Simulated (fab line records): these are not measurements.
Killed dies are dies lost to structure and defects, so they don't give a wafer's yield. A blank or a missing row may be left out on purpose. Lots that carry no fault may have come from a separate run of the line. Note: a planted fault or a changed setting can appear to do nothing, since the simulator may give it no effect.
Problem report in the 8D (eight disciplines) form, filled by code	flow n5Finfet	the parts of the form that need people (team, actions taken, sign-off) are left out

## 1. THE ISSUE
Wafers without a fault read 0.71 a.u., standard deviation 0.07; oesProductAu at N5_BEOL_M12_VIA_ETCH_16 reads a mean of 1.02 a.u. on 2 wafers belonging to 2 lots. That is +4.4 standard deviations from the usual mean.
The step: etches SiOC in C4F8/O2/Ar, target depth 724.8 nm.
First seen on wafer L646.4, day 16 16:49, on rieDiel-06. The record holds 31 wafers of 12 lots with a number at this step. Rule for "out", or "out of limits": more than 4 standard deviations from the usual mean. All remaining wafers that have a number are taken as sound.

## 2. WHAT IT IS, AND WHAT IT ISN'T
question	is	is not
which readings at this step	oesProductAu	biasW, drypumpMotorCurrentA, heOuterTorr, rfVppV, showerheadPlenumPTorr, throttleValvePct
which lots	L646, L648	L628, L629, L630, L631, L634, L637, L639, L649, L650, L651
which wafers of those lots	L646.4, L648.3	L648.2
read on which tools	rieDiel-06	rieDiel-04, rieDiel-05
when	from day 16 16:49	up to then (21 sound wafers); but 8 sound wafers of L648, L649, L650, L651 came after

## 3. SUSPECTS, AND WHAT RULES EACH OUT
Counting: any tool at a process step up to the reading remains a suspect provided it ran every lot that is out. Sound lots after the first of them don't rule it out here, since some wafers of a struck lot are sound.
- rieDiel-06 at N5_BEOL_M12_VIA_ETCH_16 (etches SiOC in C4F8/O2/Ar, target depth 724.8 nm): kept. It processed each lot that is out (first: L646, day 16 16:49); up to then, its last sound lot is L639 (day 13 15:29). Its own oesProductAu readings are out on those wafers.
- At N5_BEOL_M12_VIA_ETCH_16 on rieDiel-06, chamber 2 took the sound wafers of the same lots and chamber 0 took the wafers that are out.
The count leaves rieDiel-06 at N5_BEOL_M12_VIA_ETCH_16.

## 4. THE CAUSE (what the simulator had put in)
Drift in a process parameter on rieDiel-06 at N5_BEOL_M12_VIA_ETCH_16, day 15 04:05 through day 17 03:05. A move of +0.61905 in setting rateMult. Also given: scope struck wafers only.
Counting left only this tool.

## 5. THE EFFECT CHAIN, in route order
One row per reading whose mean, taken over the struck wafers that have a number, lies over 3 standard deviations from the usual. Only readings whose record carries a usual standard deviation are examined. hours: median over the lots of the time between each lot's start at the first step of this table that gives one and its start at this step. sigmas: the change, counted in usual standard deviations.
hours	step	reading	usual	on struck wafers	change	sigmas
0	N5_BEOL_M12_VIA_ETCH_16	oesProductAu	0.71 a.u.	1.02	+0.31	+4.4
Here are the process steps it includes:
- N5_BEOL_M12_VIA_ETCH_16: etches SiOC in C4F8/O2/Ar, target depth 724.8 nm.
Later measuring or inspecting steps at which every struck wafer that the step has a row for has a number for every such reading, and none has moved that far: N5_BEOL_M12_CD_MEAS_17.

## 6. HOW IT WOULD HAVE BEEN CAUGHT EARLIER
The fault began at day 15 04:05; the first out-of-limits reading in this record came at day 16 16:49, 37 hours later.
